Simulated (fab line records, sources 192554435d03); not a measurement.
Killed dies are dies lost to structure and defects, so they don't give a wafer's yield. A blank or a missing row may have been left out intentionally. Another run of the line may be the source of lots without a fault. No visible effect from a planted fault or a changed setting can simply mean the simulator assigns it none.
Lot-split experiment -- flow n5Finfet -- 39 wafers read from 7 lots, route of 1938 steps

== THE SPLIT ==
At N5_MOL_CONTACT_COAG_ETCH_106 (etches SOC in N2/H2, target depth 80 nm, overetch 16 nm, time 120 s), the setting sourceW was moved away from the recipe's 840 W on 12 of the 39 wafers read, by -19.0% to +14.9%. This setting was run at the recipe's value on the other wafers.

The split's own step is where the reading is taken.

== THE READING ==
rfVppV, in V, at N5_MOL_CONTACT_COAG_ETCH_106 (etches SOC in N2/H2, target depth 80 nm, overetch 16 nm, time 120 s). Fault-free wafers of this fab line usually give 524.2 V, standard deviation 2.3 V.

wafer,"tool, chamber at the split","sourceW as run, W",against the recipe,"rfVppV, V",against lot-mates on the recipe
L079.1,"rieDiel-03, 1",840,recipe,525.9,-
L079.2,"rieDiel-03, 0",840,recipe,529.7,-
L079.3,"rieDiel-03, 3",840,recipe,523.9,-
L081.1,"rieDiel-06, 2",840,recipe,520.6,-
L081.2,"rieDiel-06, 3",965.3,+14.9%,501.5,-20.8
L081.3,"rieDiel-06, 1",840,recipe,521.2,-
L081.4,"rieDiel-06, 3",840,recipe,525.2,-
L081.5,"rieDiel-06, 1",965.3,+14.9%,497.0,-25.3
L081.6,"rieDiel-06, 2",965.3,+14.9%,497.3,-25.0
L087.1,"rieDiel-02, 2",840,recipe,522.5,-
L087.2,"rieDiel-02, 0",840,recipe,525.0,-
L087.3,"rieDiel-02, 3",840,recipe,526.6,-
L087.4,"rieDiel-02, 3",840,recipe,527.2,-
L087.5,"rieDiel-02, 0",840,recipe,523.9,-
L087.6,"rieDiel-02, 2",840,recipe,522.7,-
L088.1,"rieDiel-03, 2",840,recipe,524.2,-
L088.2,"rieDiel-03, 0",840,recipe,528.7,-
L088.3,"rieDiel-03, 3",840,recipe,523.6,-
L088.4,"rieDiel-03, 1",840,recipe,526.3,-
L088.5,"rieDiel-03, 2",840,recipe,525.8,-
L088.6,"rieDiel-03, 3",840,recipe,523.5,-
L093.1,"rieDiel-06, 0",763.3,-9.1%,537.1,+15.7
L093.2,"rieDiel-06, 1",840,recipe,521.6,-
L093.3,"rieDiel-06, 3",763.3,-9.1%,541.9,+20.5
L093.4,"rieDiel-06, 2",840,recipe,521.2,-
L093.5,"rieDiel-06, 1",840,recipe,521.4,-
L093.6,"rieDiel-06, 2",763.3,-9.1%,538.7,+17.3
L094.1,"rieDiel-03, 0",840,recipe,527.6,-
L094.2,"rieDiel-03, 2",840,recipe,526.6,-
L094.3,"rieDiel-03, 1",715.2,-14.9%,553.4,+27.2
L094.4,"rieDiel-03, 3",840,recipe,524.4,-
L094.5,"rieDiel-03, 0",715.2,-14.9%,554.5,+28.3
L094.6,"rieDiel-03, 3",715.2,-14.9%,554.2,+28.0
L095.1,"rieDiel-06, 3",680.8,-19.0%,562.2,+40.4
L095.2,"rieDiel-06, 0",840,recipe,522.8,-
L095.3,"rieDiel-06, 1",840,recipe,520.6,-
L095.4,"rieDiel-06, 2",680.8,-19.0%,557.9,+36.1
L095.5,"rieDiel-06, 1",680.8,-19.0%,557.7,+35.9
L095.6,"rieDiel-06, 2",840,recipe,522.1,-

THE FIT
A straight line over all 39 wafers: rfVppV changes by -1.83 V for each +1% of sourceW; r = -0.99; the points scatter about the line by 2.5 V.
The same after taking each lot's own level away (the mean of its wafers on the recipe; 39 wafers): -1.83 V for each +1%; r = -0.99; scatter 2.1 V.
The reading moves by 35 V for the largest change in sourceW, on that fit.
Across the lots, their own levels run from 521.40 to 526.50 V, a range of 2.2 times the standard deviation given above.
The two slopes agree, so the slope changes little with the lot-to-lot level.
Check: +34.5 V against its lot-mates is what the line predicts for one of the wafers moved furthest among these (-19.0%) when that wafer is left out of the fit. Against them it came out at +40.4 V.
Tool readings at the split's step, against how far the setting was moved: rfVppV r = -0.99.

== OTHER SPLITS APPLIED TO THESE WAFERS ==
Other splits were also applied to these wafers ahead of the reading. Each is held against what the fit with the lots' levels taken away leaves over:
other split on the same wafers,wafers away from the commonest value,r with rfVppV (lot level and that fit taken away)
N5_HKMG_FIN_ETCH_54 biasW,15,-0.06

== FILE'S OWN FIT ==
rfVppV changes by -1.85 V for each +1% of sourceW, r = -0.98.
